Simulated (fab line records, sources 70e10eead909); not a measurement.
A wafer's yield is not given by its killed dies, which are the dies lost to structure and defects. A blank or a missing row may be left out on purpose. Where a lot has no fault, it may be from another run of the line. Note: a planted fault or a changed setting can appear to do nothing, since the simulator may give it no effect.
Which tool was responsible? | flow nand harc | 24 lots, 72 wafers sampled, at 6 steps of a route of 1159

== WHAT EACH GAUGE READ, for each wafer ==
No reading from a measuring or inspecting step in the record can be judged against a usual standard deviation.

== EACH LOT AND THE TOOL THAT RAN IT (in order: tool; ch and the chambers of the sampled wafers; start) ==
lot  | NHARC_A_SGD_CUT_ETCH_15                       | NHARC_A_SGD_CUT_CMP_21        | NHARC_A_SLIT_DEP_23             | NHARC_A_SLIT_ETCH_15                          | NHARC_A_WL_FILL_CVD_03        | NHARC_A_WL_FILL_ETCHBACK_04
L074 | rie diel-13 ch 2,3, day 13 20:33 or earlier   | cmp-02 ch 0,1,3, day 13 20:33 | pecvd-04 ch 0,1, day 13 23:41   | rie diel-12 ch 0,1, day 14 19:04 or earlier   | cvd w-02 ch 0,1, day 14 19:04 | rie metal-03 ch 0,1, day 14 22:21
L076 | rie diel-13 ch 0,1,3, day 14 15:33 or earlier | cmp-03 ch 0,1,2, day 14 15:33 | pecvd-04 ch 0,1,2, day 14 21:37 | rie diel-06 ch 2,3, day 15 14:15 or earlier   | cvd w-01 ch 0,1, day 15 14:15 | rie metal-03 ch 0,1, day 15 16:46
L075 | rie diel-11 ch 1,2,3, day 14 15:21 or earlier | cmp-03 ch 0,1,2, day 14 15:21 | pecvd-02 ch 0,1,2, day 14 19:59 | rie diel-12 ch 0,1,3, day 15 09:49 or earlier | cvd w-01 ch 0,1, day 15 09:49 | rie metal-03 ch 0,1, day 15 12:35
L077 | rie diel-11 ch 1,3, day 14 15:25 or earlier   | cmp-04 ch 2,3, day 14 15:25   | pecvd-02 ch 0,1,2, day 14 21:14 | rie diel-12 ch 1,2, day 15 13:33 or earlier   | cvd w-02 ch 1, day 15 13:33   | rie metal-01 ch 0,1, day 15 16:29
L078 | rie diel-13 ch 0,1,2, day 15 03:34 or earlier | cmp-04 ch 1,3, day 15 03:34   | pecvd-04 ch 0,1,2, day 15 06:50 | rie diel-12 ch 1,3, day 15 22:10 or earlier   | cvd w-01 ch 0,1, day 15 22:10 | rie metal-02 ch 0, day 16 01:01
L079 | rie diel-11 ch 0,1,3, day 15 03:34 or earlier | cmp-03 ch 1,2, day 15 03:34   | pecvd-01 ch 0,2, day 15 07:10   | rie diel-03 ch 1,3, day 15 22:29 or earlier   | cvd w-02 ch 0,1, day 15 22:29 | rie metal-01 ch 0,1, day 16 01:19
L081 | rie diel-01 ch 0,3, day 15 16:25 or earlier   | cmp-04 ch 0,3, day 15 16:25   | pecvd-04 ch 0,1,2, day 15 21:04 | rie diel-06 ch 0,2, day 16 14:22 or earlier   | cvd w-01 ch 0,1, day 16 14:22 | rie metal-02 ch 0,1, day 16 17:16
L082 | rie diel-11 ch 0,1, day 15 21:30 or earlier   | cmp-04 ch 0,1,3, day 15 21:30 | pecvd-01 ch 0,1,2, day 16 02:28 | rie diel-03 ch 1,2, day 16 18:56 or earlier   | cvd w-01 ch 0,1, day 16 18:56 | rie metal-03 ch 0,1, day 16 21:24
L080 | rie diel-01 ch 0,1,2, day 16 10:46 or earlier | cmp-02 ch 0,1,2, day 16 10:46 | pecvd-01 ch 0,2, day 16 15:05   | rie diel-03 ch 0,2,3, day 17 07:59 or earlier | cvd w-01 ch 0,1, day 17 07:59 | rie metal-03 ch 0,1, day 17 10:52
L085 | rie diel-11 ch 1,2,3, day 16 10:52 or earlier | cmp-04 ch 0,1,2, day 16 10:52 | pecvd-04 ch 0,1, day 16 15:26   | rie diel-12 ch 0,1, day 17 07:43 or earlier   | cvd w-02 ch 0,1, day 17 07:43 | rie metal-03 ch 0,1, day 17 11:05
L083 | rie diel-13 ch 0,1,3, day 16 10:57 or earlier | cmp-02 ch 0,1,3, day 16 10:57 | pecvd-02 ch 0,1, day 16 17:05   | rie diel-06 ch 0,1,2, day 17 10:49 or earlier | cvd w-01 ch 0,1, day 17 10:49 | rie metal-02 ch 0,1, day 17 13:40
L084 | rie diel-01 ch 0,1,3, day 16 19:11 or earlier | cmp-04 ch 0,1,3, day 16 19:11 | pecvd-01 ch 0,1,2, day 16 23:26 | rie diel-06 ch 0,1, day 17 17:47 or earlier   | cvd w-01 ch 0,1, day 17 17:47 | rie metal-03 ch 0,1, day 17 20:16
L087 | rie diel-01 ch 1,3, day 17 05:16 or earlier   | cmp-03 ch 0,1,3, day 17 05:16 | pecvd-01 ch 0,2, day 17 08:56   | rie diel-06 ch 0,2,3, day 17 21:41 or earlier | cvd w-02 ch 0,1, day 17 21:41 | rie metal-03 ch 0,1, day 18 00:58
L086 | rie diel-11 ch 0,1,2, day 17 05:17 or earlier | cmp-04 ch 1,2,3, day 17 05:17 | pecvd-02 ch 0,2, day 17 08:56   | rie diel-06 ch 0,1,3, day 17 21:42 or earlier | cvd w-01 ch 0,1, day 17 21:42 | rie metal-01 ch 0,1, day 18 00:58
L088 | rie diel-01 ch 0,2,3, day 17 14:59 or earlier | cmp-04 ch 1,2,3, day 17 14:59 | pecvd-04 ch 0,1, day 17 19:27   | rie diel-12 ch 0,2,3, day 18 10:08 or earlier | cvd w-01 ch 0,1, day 18 10:08 | rie metal-03 ch 0,1, day 18 13:28
L089 | rie diel-13 ch 0,3, day 17 15:01 or earlier   | cmp-03 ch 1,3, day 17 15:01   | pecvd-02 ch 0,2, day 17 19:44   | rie diel-03 ch 1,2, day 18 13:05 or earlier   | cvd w-02 ch 0,1, day 18 13:05 | rie metal-01 ch 0,1, day 18 15:31
L091 | rie diel-11 ch 0,1,2, day 18 11:22 or earlier | cmp-04 ch 1,2,3, day 18 11:22 | pecvd-02 ch 1,2, day 18 14:38   | rie diel-12 ch 0,1,2, day 19 04:02 or earlier | cvd w-01 ch 0,1, day 19 04:02 | rie metal-01 ch 0,1, day 19 06:57
L090 | rie diel-13 ch 1,2, day 18 11:23 or earlier   | cmp-03 ch 1,2, day 18 11:23   | pecvd-04 ch 0,1, day 18 14:29   | rie diel-03 ch 0,3, day 19 04:11 or earlier   | cvd w-02 ch 0,1, day 19 04:11 | rie metal-02 ch 0,1, day 19 07:02
L092 | rie diel-13 ch 0,3, day 18 18:56 or earlier   | cmp-04 ch 1,2, day 18 18:56   | pecvd-01 ch 0,2, day 18 23:20   | rie diel-12 ch 1,2, day 19 14:45 or earlier   | cvd w-01 ch 0,1, day 19 14:45 | rie metal-02 ch 0,1, day 19 18:04
L093 | rie diel-01 ch 1,2, day 18 18:57 or earlier   | cmp-03 ch 1,2,3, day 18 18:57 | pecvd-04 ch 0,1, day 18 23:07   | rie diel-03 ch 0,1,2, day 19 14:34 or earlier | cvd w-02 ch 1, day 19 14:34   | rie metal-01 ch 1, day 19 17:56
L094 | rie diel-01 ch 0,1,3, day 19 01:43 or earlier | cmp-04 ch 0,1,3, day 19 01:43 | pecvd-01 ch 0,1, day 19 05:04   | rie diel-06 ch 0,1,3, day 19 18:52 or earlier | cvd w-02 ch 0,1, day 19 18:52 | rie metal-01 ch 0,1, day 19 21:43
L095 | rie diel-11 ch 0,1,3, day 19 01:41 or earlier | cmp-03 ch 0,1,3, day 19 01:41 | pecvd-02 ch 0,2, day 19 06:04   | rie diel-03 ch 0,2,3, day 19 18:46 or earlier | cvd w-01 ch 0,1, day 19 18:46 | rie metal-02 ch 0,1, day 19 22:07
L097 | rie diel-11 ch 0,3, day 19 15:43 or earlier   | cmp-03 ch 0,2,3, day 19 15:43 | pecvd-01 ch 0,2, day 19 20:17   | rie diel-12 ch 0,2,3, day 20 16:18 or earlier | cvd w-01 ch 0,1, day 20 16:18 | rie metal-02 ch 0,1, day 20 18:18
L096 | rie diel-13 ch 0,2,3, day 19 23:57 or earlier | cmp-03 ch 1,2,3, day 19 23:57 | pecvd-02 ch 1,2, day 20 03:05   | rie diel-03 ch 1,2,3, day 21 06:43 or earlier | cvd w-01 ch 0,1, day 21 06:43 | rie metal-02 ch 0,1, day 21 10:00
- NHARC_A_SGD_CUT_ETCH_15: etches the open film in CH3F/O2, target depth 75 nm, time 64.3 s.
- NHARC_A_SGD_CUT_CMP_21: polishes, target thk 148.19 nm.
- NHARC_A_SLIT_DEP_23: deposits SiON, target thk 100 nm.
- NHARC_A_SLIT_ETCH_15: etches the open film in O2/COS, target depth 3200 nm, time 832 s.
- NHARC_A_WL_FILL_CVD_03: deposits W, target thk 40 nm, time 3302 s.
- NHARC_A_WL_FILL_ETCHBACK_04: etches the open film in NF3, target depth 60 nm, time 120 s.

== AS READ BY THE TOOLS THEMSELVES (means over the sampled wafers that have a number; for cases with no such wafer, the mark the record gives instead) ==
NHARC_A_SGD_CUT_ETCH_15.
lot  | tool        | drypump motor current A (A) | oes product au (a.u.) | rf vpp V (V) | showerhead plenum p Torr (Torr) | throttle valve pct (%)
L074 | rie diel-13 | 5.9                         | 0.965                 | 265.4        | 2.54                            | 20.662
L076 | rie diel-13 | 5.8                         | 0.975                 | 264.2        | 2.49                            | 20.659
L075 | rie diel-11 | 5.6                         | 0.921                 | 264.3        | 2.48                            | 20.662
L077 | rie diel-11 | 5.4                         | 0.957                 | 263.8        | 2.53                            | 20.660
L078 | rie diel-13 | 6.0                         | 0.985                 | 264.2        | 2.50                            | 20.665
L079 | rie diel-11 | 5.1                         | 0.966                 | 264.3        | 2.48                            | 20.667
L081 | rie diel-01 | 5.6                         | 0.969                 | 265.0        | 2.54                            | 20.676
L082 | rie diel-11 | 4.8                         | 0.951                 | 263.6        | 2.43                            | 20.658
L080 | rie diel-01 | 5.8                         | 0.973                 | 263.3        | 2.45                            | 20.667
L085 | rie diel-11 | 5.6                         | 0.962                 | 263.9        | 2.48                            | 20.661
L083 | rie diel-13 | 5.8                         | 0.955                 | 263.7        | 2.48                            | 20.660
L084 | rie diel-01 | 5.8                         | 0.950                 | 265.1        | 2.54                            | 20.672
L087 | rie diel-01 | 5.9                         | 0.973                 | 265.8        | 2.61                            | 20.662
L086 | rie diel-11 | 5.3                         | 0.978                 | 263.2        | 2.43                            | 20.664
L088 | rie diel-01 | 5.5                         | 0.975                 | 263.8        | 2.45                            | 20.663
L089 | rie diel-13 | 5.7                         | 0.978                 | 265.3        | 2.54                            | 20.661
L091 | rie diel-11 | 5.3                         | 0.969                 | 263.0        | 2.43                            | 20.665
L090 | rie diel-13 | 6.1                         | 0.971                 | 263.6        | 2.48                            | 20.672
L092 | rie diel-13 | 5.7                         | 0.961                 | 265.0        | 2.57                            | 20.662
L093 | rie diel-01 | 5.5                         | 0.914                 | 263.3        | 2.42                            | 20.669
L094 | rie diel-01 | 5.8                         | 0.963                 | 265.4        | 2.53                            | 20.674
L095 | rie diel-11 | 5.1                         | 0.962                 | 264.8        | 2.48                            | 20.661
L097 | rie diel-11 | 5.0                         | 0.990                 | 263.1        | 2.39                            | 20.652
L096 | rie diel-13 | 5.8                         | 0.979                 | 265.1        | 2.55                            | 20.668

NHARC_A_SGD_CUT_CMP_21.
lot  | tool   | motor current A (A) | time to endpoint s (s)
L074 | cmp-02 | 11.4                | 48.9
L076 | cmp-03 | 12.6                | 48.2
L075 | cmp-03 | 12.6                | 50.5
L077 | cmp-04 | 12.2                | 49.9
L078 | cmp-04 | 12.1                | 47.9
L079 | cmp-03 | 13.3                | 52.5
L081 | cmp-04 | 11.9                | 51.5
L082 | cmp-04 | 12.4                | 50.2
L080 | cmp-02 | 11.9                | 49.6
L085 | cmp-04 | 12.4                | 50.1
L083 | cmp-02 | 11.6                | 48.8
L084 | cmp-04 | 11.9                | 50.5
L087 | cmp-03 | 11.4                | 51.8
L086 | cmp-04 | 12.2                | 49.7
L088 | cmp-04 | 12.7                | 49.7
L089 | cmp-03 | 12.0                | 50.6
L091 | cmp-04 | 12.4                | 51.2
L090 | cmp-03 | 13.5                | 51.4
L092 | cmp-04 | 12.5                | 51.9
L093 | cmp-03 | 12.4                | 51.1
L094 | cmp-04 | 12.8                | 51.2
L095 | cmp-03 | 11.6                | 51.7
L097 | cmp-03 | 12.0                | 51.7
L096 | cmp-03 | 12.6                | 49.8

NHARC_A_SLIT_DEP_23.
lot  | tool     | heater power w (W)
L074 | pecvd-04 | 796
L076 | pecvd-04 | 764
L075 | pecvd-02 | 708
L077 | pecvd-02 | 672
L078 | pecvd-04 | 759
L079 | pecvd-01 | 691
L081 | pecvd-04 | 768
L082 | pecvd-01 | 766
L080 | pecvd-01 | 772
L085 | pecvd-04 | 685
L083 | pecvd-02 | 668
L084 | pecvd-01 | 746
L087 | pecvd-01 | 867
L086 | pecvd-02 | 741
L088 | pecvd-04 | 722
L089 | pecvd-02 | 698
L091 | pecvd-02 | 846
L090 | pecvd-04 | 692
L092 | pecvd-01 | 836
L093 | pecvd-04 | 655
L094 | pecvd-01 | 697
L095 | pecvd-02 | 668
L097 | pecvd-01 | 777
L096 | pecvd-02 | 804

NHARC_A_SLIT_ETCH_15.
lot  | tool        | drypump motor current A (A) | oes product au (a.u.) | rf vpp V (V) | showerhead plenum p Torr (Torr) | throttle valve pct (%)
L074 | rie diel-12 | 5.7                         | 0.982                 | 311.6        | 2.95                            | 28.326
L076 | rie diel-06 | 5.4                         | 0.996                 | 314.2        | 3.18                            | 28.328
L075 | rie diel-12 | 5.8                         | 0.994                 | 312.1        | 2.98                            | 28.327
L077 | rie diel-12 | 5.7                         | 0.984                 | 312.9        | 2.99                            | 28.327
L078 | rie diel-12 | 5.8                         | 0.991                 | 312.3        | 2.99                            | 28.333
L079 | rie diel-03 | 5.2                         | 1.003                 | 312.7        | 3.04                            | 28.332
L081 | rie diel-06 | 5.5                         | 1.006                 | 313.5        | 3.10                            | 28.334
L082 | rie diel-03 | 6.1                         | 1.005                 | 312.5        | 3.00                            | 28.342
L080 | rie diel-03 | 5.8                         | 1.004                 | 312.7        | 2.99                            | 28.325
L085 | rie diel-12 | 5.7                         | 0.990                 | 312.2        | 2.97                            | 28.321
L083 | rie diel-06 | 5.8                         | 1.001                 | 314.4        | 3.17                            | 28.327
L084 | rie diel-06 | 6.0                         | 1.008                 | 316.2        | 3.27                            | 28.324
L087 | rie diel-06 | 5.5                         | 0.989                 | 315.8        | 3.19                            | 28.327
L086 | rie diel-06 | 5.9                         | 1.003                 | 315.9        | 3.26                            | 28.333
L088 | rie diel-12 | 5.7                         | 0.994                 | 313.8        | 3.05                            | 28.333
L089 | rie diel-03 | 5.8                         | 1.001                 | 313.6        | 3.08                            | 28.333
L091 | rie diel-12 | 5.7                         | 0.995                 | 312.8        | 3.01                            | 28.331
L090 | rie diel-03 | 5.3                         | 1.001                 | 312.6        | 3.01                            | 28.334
L092 | rie diel-12 | 5.7                         | 1.004                 | 312.7        | 3.06                            | 28.338
L093 | rie diel-03 | 5.9                         | 0.994                 | 312.3        | 3.05                            | 28.331
L094 | rie diel-06 | 5.9                         | 1.005                 | 316.7        | 3.26                            | 28.324
L095 | rie diel-03 | 5.8                         | 0.996                 | 313.2        | 2.99                            | 28.322
L097 | rie diel-12 | 5.7                         | 1.000                 | 313.3        | 3.04                            | 28.325
L096 | rie diel-03 | 5.6                         | 0.993                 | 312.6        | 3.02                            | 28.328

NHARC_A_WL_FILL_CVD_03.
lot  | tool     | heater power w (W) | throttle valve pct (%)
L074 | cvd w-02 | 494                | 8.06
L076 | cvd w-01 | 482                | 7.83
L075 | cvd w-01 | 486                | 7.79
L077 | cvd w-02 | 494                | 7.98
L078 | cvd w-01 | 476                | 8.02
L079 | cvd w-02 | 500                | 8.01
L081 | cvd w-01 | 469                | 7.96
L082 | cvd w-01 | 487                | 8.09
L080 | cvd w-01 | 478                | 8.02
L085 | cvd w-02 | 509                | 7.82
L083 | cvd w-01 | 471                | 8.03
L084 | cvd w-01 | 479                | 8.01
L087 | cvd w-02 | 505                | 7.74
L086 | cvd w-01 | 487                | 8.09
L088 | cvd w-01 | 495                | 8.00
L089 | cvd w-02 | 509                | 7.88
L091 | cvd w-01 | 490                | 8.07
L090 | cvd w-02 | 516                | 7.89
L092 | cvd w-01 | 483                | 8.13
L093 | cvd w-02 | 502                | 8.13
L094 | cvd w-02 | 512                | 7.77
L095 | cvd w-01 | 500                | 7.92
L097 | cvd w-01 | 475                | 8.19
L096 | cvd w-01 | 458                | 7.90

NHARC_A_WL_FILL_ETCHBACK_04.
lot  | tool         | drypump motor current A (A) | oes product au (a.u.)
L074 | rie metal-03 | 5.7                         | 1.003
L076 | rie metal-03 | 5.5                         | 1.012
L075 | rie metal-03 | 5.8                         | 1.003
L077 | rie metal-01 | 6.1                         | 1.002
L078 | rie metal-02 | 5.4                         | 1.007
L079 | rie metal-01 | 6.1                         | 0.988
L081 | rie metal-02 | 5.4                         | 1.015
L082 | rie metal-03 | 5.8                         | 1.005
L080 | rie metal-03 | 5.5                         | 1.007
L085 | rie metal-03 | 5.8                         | 1.001
L083 | rie metal-02 | 5.3                         | 0.991
L084 | rie metal-03 | 5.8                         | 0.998
L087 | rie metal-03 | 5.5                         | 0.994
L086 | rie metal-01 | 6.3                         | 1.000
L088 | rie metal-03 | 5.5                         | 1.006
L089 | rie metal-01 | 6.2                         | 0.988
L091 | rie metal-01 | 6.0                         | 1.003
L090 | rie metal-02 | 5.3                         | 0.996
L092 | rie metal-02 | 5.3                         | 1.002
L093 | rie metal-01 | 6.4                         | 1.001
L094 | rie metal-01 | 6.1                         | 0.997
L095 | rie metal-02 | 5.3                         | 0.997
L097 | rie metal-02 | 5.3                         | 0.991
L096 | rie metal-02 | 5.3                         | 1.000

== THE ANSWER, worked out from the rows above alone ==
Rule: what is usual is taken from the lots themselves. Put in order of their means at a reading, lots are off if they are a third of the lots or fewer, leave a main group of 4 or more, and stand apart from it by a gap of 3 or more times the standard deviation of the main group's means; of several such gaps the widest counts. If all means in a main group match to the digits the tables above print for the reading, that group is not used. Also off: a lot with no number at a reading for which 4 or more lots have one. All remaining lots with rows at the step are treated as sound. The gauges are gone through in route order, then the tools' own readings, and for those a lot's mean is taken as printed above. The first step at which some lot is off is used, and at that step the reading that is off furthest; a lot without a number counts as furthest.
Across all readings shown, no lot is off: no conclusion can be drawn from this.

== WHAT THE SIMULATOR HAD INSERTED ==
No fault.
